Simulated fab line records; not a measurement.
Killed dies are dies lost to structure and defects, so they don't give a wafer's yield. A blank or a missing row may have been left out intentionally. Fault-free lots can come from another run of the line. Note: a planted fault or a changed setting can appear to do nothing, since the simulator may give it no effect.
fab line records -- flow n5Finfet
record lots=6, wafers=18, lastDay=18
route steps=1938 shown PASSIVATION@1909
lots that met no fault: from a run of the same line without faults
startH: start of the lot's first displayed wafer, in hours after the record's first day -- waitH: hours from the lot's prior step to this one -- " as in the row above -- L1.1+2: several wafers, shown together as one row -- - value missing, or start not given -- * or withheld: withheld -- < > ~ a bound
route shown NAME@n: a module of which the file shows steps, and the number in the route of the first -- usual: the fault-free wafers' mean and standard deviation -- same: alike in all rows -- chamber/n: place in a boat -- sites: per-site readings -- _std_site: their standard deviation -- _edge_site: mean of outer sites minus mean of inner sites -- radiusMm: how far each site lies from the wafer's centre -- mask NAME#n: copy n -- behind: the most recent tool/chamber to have shaped the wafer -- hold: the reason the lot was held/the length of the hold in hours/how it ended -- device: whichever transistor did not switch (one of n, p or np) -- end of line: the route-end tests of the same wafers -- step lacking rows: just its recipe -- killed: dies that structure and defects cost at the first sort, which is not the same as the wafer's yield -- map: the dies of a wafer, with x for killed, . for not killed, _ for no die there
set.NAME: the setting as run; set.NAME@STEP: as run at that earlier step -- model.NAME: the simulator's own value behind a step, which no gauge read
a table for each step, a row for each wafer; lots at some steps of the route
services: when a tool's chamber went out of use (startH, in hours from the record's first day, below 0 if earlier), for how many hours, and the reason
## steps
# step N5_PASSIVATION_AL_ETCH_33
# recipe chemistry=Cl2/BCl3, targetDepthA=28000, overEtchFrac=0.15, Cl2_flow_sccm=180, bcl3FlowSccm=60, target=Al, stopOn=TaN, timeS=466.7, ionEnergyEv=100, pressureMtorr=10, icpW=900, biasW=100
# usual bcl3FlowSccm=60.02/0.16, drypumpMotorCurrentA=5.7/0.55, oesProductAu=0.71/0.037, throttleValvePct=34.31/0.18
# same overEtchFrac=0.15
lot.wafer,tool,chamber,startH,waitH,bcl3FlowSccm,drypumpMotorCurrentA,oesProductAu,rfHoursCounterH,throttleValvePct
L524.1,rieMetal-02,1,304.90,0.1,60.16,5.2,0.71,32,34.61
L524.4,rieMetal-02,1,304.90,0.1,60.03,5.2,0.72,-,34.60
L524.6,rieMetal-02,1,304.90,0.1,60.05,5.2,0.71,-,34.60
L526.2,rieMetal-01,0,305.14,0.1,60.09,6.4,0.74,21,34.49
L526.4,rieMetal-01,0,305.14,0.1,60.01,6.3,0.74,-,34.52
L526.5,rieMetal-01,1,305.14,0.1,60.10,5.6,0.65,-,34.34
L535.3,rieMetal-02,1,355.04,0.2,59.86,5.2,0.69,-,34.62
L535.4,rieMetal-02,0,355.04,0.2,60.04,4.8,0.69,-,34.17
L535.5,rieMetal-02,1,355.04,0.2,59.81,5.2,0.71,-,34.59
L538.1,rieMetal-01,0,363.66,0.1,60.00,6.3,0.73,25,34.51
L538.5,rieMetal-01,1,363.66,0.1,59.95,5.7,0.64,-,34.32
L538.6,rieMetal-01,0,363.66,0.1,60.13,6.4,0.73,-,34.55
L540.1,rieMetal-03,0,397.43,0.1,60.05,6.3,0.71,44,34.13
L540.2,rieMetal-03,1,397.43,0.1,59.83,5.5,0.74,26,34.27
L540.4,rieMetal-03,1,397.43,0.1,59.86,5.5,0.74,-,34.25
L545.1,rieMetal-01,0,421.42,0.1,60.31,6.4,0.73,30,34.47
L545.3,rieMetal-01,1,421.42,0.1,59.93,5.6,0.64,-,34.29
L545.6,rieMetal-01,1,421.42,0.1,59.74,5.6,0.65,-,34.28
# step N5_PASSIVATION_ETCH_59
# recipe chemistry=Cl2/BCl3, target=TaN, targetDepthA=650, timeS=34.9, ionEnergyEv=100, pressureMtorr=10, icpW=900, biasW=100, Cl2_flow_sccm=60, bcl3FlowSccm=30
# usual bcl3FlowSccm=30.00/0.075, drypumpMotorCurrentA=5.7/0.54, oesProductAu=0.80/0.043, throttleValvePct=21.12/0.15
lot.wafer,tool,chamber,startH,waitH,bcl3FlowSccm,drypumpMotorCurrentA,oesProductAu,rfHoursCounterH,throttleValvePct
L524.1,rieMetal-02,1,305.30,0.3,29.98,5.2,0.79,33,21.37
L524.4,rieMetal-02,1,305.30,0.3,29.93,5.2,0.79,-,21.37
L524.6,rieMetal-02,1,305.30,0.3,29.89,5.3,0.80,-,21.39
L526.2,rieMetal-01,0,305.54,0.3,30.02,6.3,0.84,21,21.21
L526.4,rieMetal-01,0,305.54,0.3,30.06,6.3,0.83,-,21.23
L526.5,rieMetal-01,1,305.54,0.3,29.93,5.6,0.73,-,21.19
L535.3,rieMetal-02,1,355.34,0.2,29.88,5.2,0.77,-,21.36
L535.4,rieMetal-02,0,355.34,0.2,29.92,4.8,0.76,-,21.08
L535.5,rieMetal-02,1,355.34,0.2,29.86,5.3,0.78,-,21.39
L538.1,rieMetal-01,0,364.06,0.3,29.98,6.4,0.81,25,21.24
L538.5,rieMetal-01,1,364.06,0.3,30.00,5.7,0.72,-,21.21
L538.6,rieMetal-01,0,364.06,0.3,30.07,6.4,0.82,-,21.23
L540.1,rieMetal-03,0,397.83,0.3,30.02,6.2,0.82,44,20.91
L540.2,rieMetal-03,1,397.83,0.3,30.11,5.4,0.84,26,21.06
L540.4,rieMetal-03,1,397.83,0.3,30.16,5.5,0.83,-,21.04
L545.1,rieMetal-01,0,421.82,0.3,30.02,6.4,0.81,31,21.22
L545.3,rieMetal-01,1,421.82,0.3,29.98,5.6,0.71,-,21.21
L545.6,rieMetal-01,1,421.82,0.3,30.02,5.7,0.71,-,21.21
# step N5_PASSIVATION_STRIP_34
# recipe chemistry=O2, powerW=600, tempC=60, pressureMtorr=30, rfFrequencyHz=6e+07, biasPowerW=0, overashFraction=2, o2FlowSccm=225
# usual drypumpMotorCurrentA=5.8/0.48, o2FlowSccm=224.9/0.7, oesProductAu=0.80/0.072, rfVppV=3.7/1.5, showerheadPlenumPTorr=2.10/0.083, throttleValvePct=16.62/0.23
lot.wafer,tool,chamber,startH,waitH,drypumpMotorCurrentA,o2FlowSccm,oesProductAu,rfHoursCounterH,rfVppV,showerheadPlenumPTorr,throttleValvePct
L524.1,rieDiel-04,3,305.42,0.1,5.8,225.4,0.81,68,4.4,2.12,16.54
L524.4,rieDiel-04,0,305.42,0.1,6.7,224.0,0.93,13,3.2,2.25,16.29
L524.6,rieDiel-04,0,305.42,0.1,6.6,224.7,0.94,-,1.4,2.25,16.24
L526.2,rieDiel-06,0,305.66,0.1,5.3,225.3,0.78,126,2.3,2.19,16.75
L526.4,rieDiel-06,1,305.66,0.1,6.0,225.1,0.67,239,4.3,1.98,16.76
L526.5,rieDiel-06,3,305.66,0.1,5.4,225.8,0.80,-,1.5,2.03,16.29
L535.3,rieDiel-06,3,355.43,0.1,5.4,224.4,0.77,101,3.7,2.02,16.22
L535.4,rieDiel-06,2,355.43,0.1,5.8,225.4,0.85,-,3.7,2.04,16.50
L535.5,rieDiel-06,3,355.43,0.1,5.4,224.8,0.77,-,5.9,2.02,16.29
L538.1,rieDiel-04,1,364.18,0.1,5.3,224.6,0.76,140,3.9,2.19,16.80
L538.5,rieDiel-04,0,364.18,0.1,6.7,225.8,0.85,-,2.6,2.24,16.30
L538.6,rieDiel-04,1,364.18,0.1,5.3,223.8,0.75,-,2.4,2.19,16.86
L540.1,rieDiel-06,1,398.03,0.2,5.9,224.8,0.96,10,3.6,2.24,16.29
L540.2,rieDiel-06,2,398.03,0.2,5.8,224.2,0.81,86,5.0,2.03,16.49
L540.4,rieDiel-06,0,398.03,0.2,5.3,225.2,0.76,160,4.0,2.18,16.83
L545.1,rieDiel-05,3,421.94,0.1,6.6,225.5,0.68,235,2.9,2.06,16.81
L545.3,rieDiel-05,0,421.94,0.1,6.0,223.6,0.78,109,3.3,2.02,16.83
L545.6,rieDiel-05,2,421.94,0.1,5.1,224.5,0.80,-,4.6,2.04,16.51
# step N5_PASSIVATION_STRIP_51
# recipe chemistry=postEtchResidueRemover, timeS=1200, tempC=72.5
# step N5_PASSIVATION_CLEAN_69
# recipe chemistry=IPA, timeS=180, tempC=25
# step N5_PASSIVATION_SRD_70
# recipe dry=ipaMarangoni, timeS=30, tempC=23, rinseLiquid=diw
# step N5_PASSIVATION_PECVD_53
# recipe material=SiO2, targetThkA=8000, tempC=400, precursor=TEOS/O2, pressureTorr=6.5, rfW=withheld, teosFlowSccm=withheld, gas=O2, flowSccm=2650, timeS=169.4
# step N5_PASSIVATION_PECVD_35
# recipe material=SiNx, targetThkA=7000, tempC=400, precursor=SiH4/NH3/N2, pressureTorr=4.9, rfW=1406, timeS=151.3
# usual heaterPowerW=382/78, showerheadPlenumPTorr=8.69/0.056, throttleValvePct=29.1/1.9
lot.wafer,tool,chamber,startH,waitH,heaterPowerW,showerheadPlenumPTorr,sinceWetCleanH,throttleValvePct
L524.1,pecvd-01,2,306.03,0.1,476,8.63,437,26.3
L524.4,pecvd-01,0,306.03,0.1,359,8.73,-,30.0
L524.6,pecvd-01,2,306.03,0.1,333,8.63,-,26.3
L526.2,pecvd-01,0,306.27,0.1,357,8.74,1191,29.9
L526.4,pecvd-01,0,306.27,0.1,379,8.74,-,29.8
L526.5,pecvd-01,2,306.27,0.1,498,8.63,-,26.1
L535.3,pecvd-02,2,356.04,0.1,371,8.64,668,28.0
L535.4,pecvd-02,1,356.04,0.1,494,8.62,-,30.0
L535.5,pecvd-02,0,356.04,0.1,374,8.69,-,28.9
L538.1,pecvd-04,2,364.83,0.1,384,8.67,315,27.5
L538.5,pecvd-04,2,364.83,0.1,404,8.66,-,27.3
L538.6,pecvd-04,1,364.83,0.1,345,8.72,-,32.9
L540.1,pecvd-04,1,398.64,0.1,263,8.73,1828,33.2
L540.2,pecvd-04,2,398.64,0.1,354,8.67,349,27.4
L540.4,pecvd-04,1,398.64,0.1,303,8.74,-,33.2
L545.1,pecvd-02,2,422.61,0.1,345,8.63,735,28.2
L545.3,pecvd-02,0,422.61,0.1,404,8.68,-,29.0
L545.6,pecvd-02,2,422.61,0.1,407,8.64,-,28.1
# step N5_PASSIVATION_HMDS_37
# recipe timeS=60, tempC=120
# step N5_PASSIVATION_COAT_38
# recipe spinRpm=3000, resistThkNm=withheld
# step N5_PASSIVATION_EBR_40
# recipe solvent=PGMEA, ebrWidthMm=1.5
# step N5_PASSIVATION_SOFTBAKE_39
# recipe tempC=110, timeS=120
# step N5_PASSIVATION_EXPOSE_41
# recipe maskId=PASS_OPEN, na=0.55, defocusNm=0, sourceShape=conventional, sigmaOuter=0.8, polarization=unpolarized, targetCdNm=40000, doseMj=57.25
# usual exposureDoseMJCm2=57.27/0.057
# same sigmaOuter=0.8
lot.wafer,tool,chamber,startH,waitH,mask,exposureDoseMJCm2
L524.1,krfScanner-01,0,306.30,-,PASS_OPEN#0,57.25
L524.4,krfScanner-01,0,306.30,-,PASS_OPEN#0,57.32
L524.6,krfScanner-01,0,306.30,-,PASS_OPEN#0,57.37
L526.2,krfScanner-01,0,306.54,-,PASS_OPEN#0,57.39
L526.4,krfScanner-01,0,306.54,-,PASS_OPEN#0,57.29
L526.5,krfScanner-01,0,306.54,-,PASS_OPEN#0,57.31
L535.3,krfScanner-01,0,356.30,-,PASS_OPEN#0,58.77
L535.4,krfScanner-01,0,356.30,-,PASS_OPEN#0,58.76
L535.5,krfScanner-01,0,356.30,-,PASS_OPEN#0,58.80
L538.1,krfScanner-01,0,365.20,-,PASS_OPEN#0,58.73
L538.5,krfScanner-01,0,365.20,-,PASS_OPEN#0,58.69
L538.6,krfScanner-01,0,365.20,-,PASS_OPEN#0,58.68
L540.1,krfScanner-02,0,398.89,-,PASS_OPEN#0,57.33
L540.2,krfScanner-02,0,398.89,-,PASS_OPEN#0,57.20
L540.4,krfScanner-02,0,398.89,-,PASS_OPEN#0,57.21
L545.1,krfScanner-02,0,422.92,-,PASS_OPEN#0,57.27
L545.3,krfScanner-02,0,422.92,-,PASS_OPEN#0,57.24
L545.6,krfScanner-02,0,422.92,-,PASS_OPEN#0,57.16
# step N5_PASSIVATION_PEB_42
# recipe pebTempC=withheld, pebTimeS=*
# step N5_PASSIVATION_PROBE_49
# usual defectLimitedYield=91.3/1.4, killed_at_M0_to_M3=33/10, killed_at_M4_up=15/6.1, killedAtContacts=12/6.7, killedAtFrontEnd=39/11, killedAtOther=4/3.3, killedDies=103/16, killedOpen=68/12, killedShort=34/7.2, sort_bin_5_function=5.1/0.88, sort_bin_6_memory=3.3/0.67, sortNPass=1077/16, sortYieldPct=91.3/1.4
# same grossDies=1180, killedAtBackSide=0, sort_bin_4_leakage[%]=0, sort_bin_8_speed[%]=0
lot.wafer,tool,chamber,startH,waitH,defectLimitedYield[%],killed_at_M0_to_M3,killed_at_M4_up,killedAtContacts,killedAtFrontEnd,killedAtOther,killedDies,killedOpen,killedShort,sort_bin_5_function[%],sort_bin_6_memory[%],sortNPass,sortYieldPct[%]
L535.3,prober-01,-,359.75,0.1,91.7,38,12,6,38,4,98,57,39,5.1,3.0,1082,91.7
L535.4,prober-01,-,359.80,0.2,90.8,49,7,16,36,1,109,69,38,5.4,3.7,1071,90.8
L535.5,prober-01,-,359.85,0.2,92.8,26,11,9,36,3,85,65,19,4.8,2.3,1095,92.8
# killed by level:class
L535.3 BEOL_M0_SAQP:geometricParticle:short=16 BEOL_M0_SAQP:geometricParticle:open=12 FIN_SAQP:geometricParticle:short=11 STI_FIN_REVEAL:geometricParticle:open=10 MOL_CONTACT_COAG:geometricParticle:open=5 BEOL_M3:geometricParticle:open=5 BEOL_M4:geometricParticle:open=5 FIN_SAQP:geometricParticle:open=4
L535.4 BEOL_M0_SAQP:geometricParticle:open=14 MOL_CONTACT_COAG:geometricParticle:open=13 BEOL_M3:geometricParticle:open=10 BEOL_M0_SAQP:geometricParticle:short=10 STI_FIN_REVEAL:geometricParticle:open=9 GATE_CUT:geometricParticle:short=6 BEOL_M3:geometricParticle:short=6 FIN_SAQP:geometricParticle:open=4
L535.5 STI_FIN_REVEAL:geometricParticle:open=12 BEOL_M3:geometricParticle:open=9 MOL_CONTACT_COAG:geometricParticle:open=7 BEOL_M2:geometricParticle:open=7 FIN_SAQP:geometricParticle:short=6 FIN_SAQP:geometricParticle:open=5 STARTING-WAFER:geometricParticle:open=5 BEOL_M1:geometricParticle:open=4
## services
tool,chamber,startH,hours,kind
krfScanner-02,-,283.41,3.6,pm
pecvd-02,-,288.38,2.8,pm
rieDiel-04,3,294.87,1.6,repair
rieMetal-01,-,296.34,2.8,pm
rieDiel-04,0,297.11,5.5,repair
pecvd-04,-,303.00,6.0,pm
krfScanner-02,-,303.76,0.8,pm
krfScanner-02,-,305.23,0.8,repair
krfScanner-02,-,312.60,1.0,pm
rieMetal-01,0,317.84,18.3,repair
rieMetal-01,-,319.84,1.1,repair
krfScanner-01,-,328.12,1.0,pm
pecvd-01,1,331.86,9.5,repair
pecvd-04,-,351.40,2.8,repair
pecvd-02,-,389.55,1.0,repair
pecvd-02,1,395.85,2.8,repair
rieMetal-02,1,397.46,4.0,repair
rieMetal-02,0,398.79,20.4,repair
krfScanner-02,-,403.11,0.2,repair
krfScanner-01,-,403.78,0.8,pm
pecvd-02,1,408.32,5.8,repair
krfScanner-01,-,409.87,4.4,pm
krfScanner-02,-,420.52,1.3,pm
krfScanner-01,-,422.24,0.5,repair
## key
firstSign step=N5_PASSIVATION_EXPOSE_41, reading=exposureDoseMJCm2, direction=up, sigmas=26, usual=57.27, struck=58.74
effect none on later readings
metAt N5_PASSIVATION_EXPOSE_41
struckWafers L535.3,L535.4,L535.5,L538.1,L538.5,L538.6
onsetBetween 306.54 356.30
fault kind=processParameterDrift, tool=krfScanner-01, chamber=-, onsetH=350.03, steps=N5_PASSIVATION_EXPOSE_41, channel=doseMj, offset=1.5113, shape=step, actsIn=theseRecipesOnly, stated=57.25
